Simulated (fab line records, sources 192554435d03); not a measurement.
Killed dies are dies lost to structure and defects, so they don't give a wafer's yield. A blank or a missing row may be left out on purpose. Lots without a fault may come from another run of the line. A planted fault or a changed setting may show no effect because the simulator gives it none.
Split-lot experiment | flow n5_finfet | 7 lots, 21 wafers read, on a route of 1938 steps

THE SPLIT
At N5_HKMG_FIN_PEB_47 (peb time 60 s), the setting peb_time_s was moved away from the recipe's 60 s on 8 of the 21 wafers read, by -22.1% to +20.0%. The other wafers ran this setting at the recipe's value.

FROM THE SPLIT TO THE READING: what the file shows between them, 1 step
- N5_HKMG_FIN_DEVELOP_48: develop time 30 s (also split here: develop_time_s)

THE READING
cd_nm, in nm, at N5_HKMG_FIN_CD_MEAS_49 (target cd 202 nm). Fault-free wafers of this fab line usually give 202.4 nm, standard deviation 0.5 nm.

wafer  | tool, chamber at the split | peb_time_s as run, s | against the recipe | cd_nm, nm | against lot-mates on the recipe
L074.2 | litho_track-04, 0          | 60                   | recipe             | 202.6     | -
L074.5 | litho_track-04, 0          | 54.64                | -8.9%              | 200.0     | -2.6
L074.6 | litho_track-04, 0          | 54.64                | -8.9%              | 199.4     | -3.2
L079.1 | litho_track-04, 0          | 60                   | recipe             | 202.6     | -
L079.2 | litho_track-04, 0          | 60                   | recipe             | 202.8     | -
L079.6 | litho_track-04, 0          | 60                   | recipe             | 202.9     | -
L080.1 | litho_track-03, 0          | 60                   | recipe             | 202.3     | -
L080.4 | litho_track-03, 0          | 46.73                | -22.1%             | 194.2     | -8.1
L080.5 | litho_track-03, 0          | 46.73                | -22.1%             | 193.9     | -8.4
L084.1 | litho_track-04, 0          | 71.97                | +20.0%             | 206.7     | +4.0
L084.3 | litho_track-04, 0          | 71.97                | +20.0%             | 207.2     | +4.5
L084.6 | litho_track-04, 0          | 60                   | recipe             | 202.7     | -
L087.4 | litho_track-03, 0          | 49.09                | -18.2%             | 195.4     | -6.4
L087.5 | litho_track-03, 0          | 60                   | recipe             | 201.8     | -
L087.6 | litho_track-03, 0          | 49.09                | -18.2%             | 195.3     | -6.5
L088.2 | litho_track-03, 0          | 60                   | recipe             | 201.9     | -
L088.4 | litho_track-03, 0          | 60                   | recipe             | 202.5     | -
L088.5 | litho_track-03, 0          | 60                   | recipe             | 202.4     | -
L091.1 | litho_track-02, 0          | 60                   | recipe             | 202.2     | -
L091.2 | litho_track-02, 0          | 60                   | recipe             | 202.5     | -
L091.4 | litho_track-02, 0          | 60                   | recipe             | 202.8     | -

THE FIT
A straight line over all 21 wafers: cd_nm changes by +0.322 nm for each +1% of peb_time_s; r = +0.98; the points scatter about the line by 0.8 nm.
The same after taking each lot's own level away (the mean of its wafers on the recipe; 21 wafers): +0.307 nm for each +1%; r = +0.98; scatter 0.73 nm.
On that fit, the largest move of peb_time_s shifts the reading by 6.8 nm.
The lots' own levels span 201.80 to 202.77 nm, that is 1.9 times the standard deviation above.
So the lot-to-lot level changes the slope little: the two slopes agree.
Check: with one of the wafers moved furthest among these (-22.1%) left out of the fit, the line predicts -6.98 nm for it against its lot-mates. It came out at -8.1 nm against them.

OTHER SPLITS ON THESE WAFERS
These wafers also went through other splits before the reading. Each is held against what the fit with the lots' levels taken away leaves over:
other split on the same wafers            | wafers away from the commonest value | r with cd_nm (lot level and that fit taken away)
N5_PMOS_HMC_CHANNEL_EPI_PEB_07 peb_time_s | 5                                    | -0.11
N5_FIN_CUT_COAT_19 spin_rpm               | 8                                    | +0.36
N5_FIN_CUT_COAT_02 spin_rpm               | 5                                    | +0.17
N5_SD_EPI_N_COAT_33 spin_rpm              | 5                                    | +0.16
N5_SD_EPI_N_DESCUM_14 time_s              | 11                                   | -0.01
N5_SDB_COAT_05 spin_rpm                   | 3                                    | -0.33
N5_HKMG_FIN_DEVELOP_48 develop_time_s     | 6                                    | +0.47

THE FILE'S OWN FIT
cd_nm changes by +0.315 nm for each +1% of peb_time_s, r = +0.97.
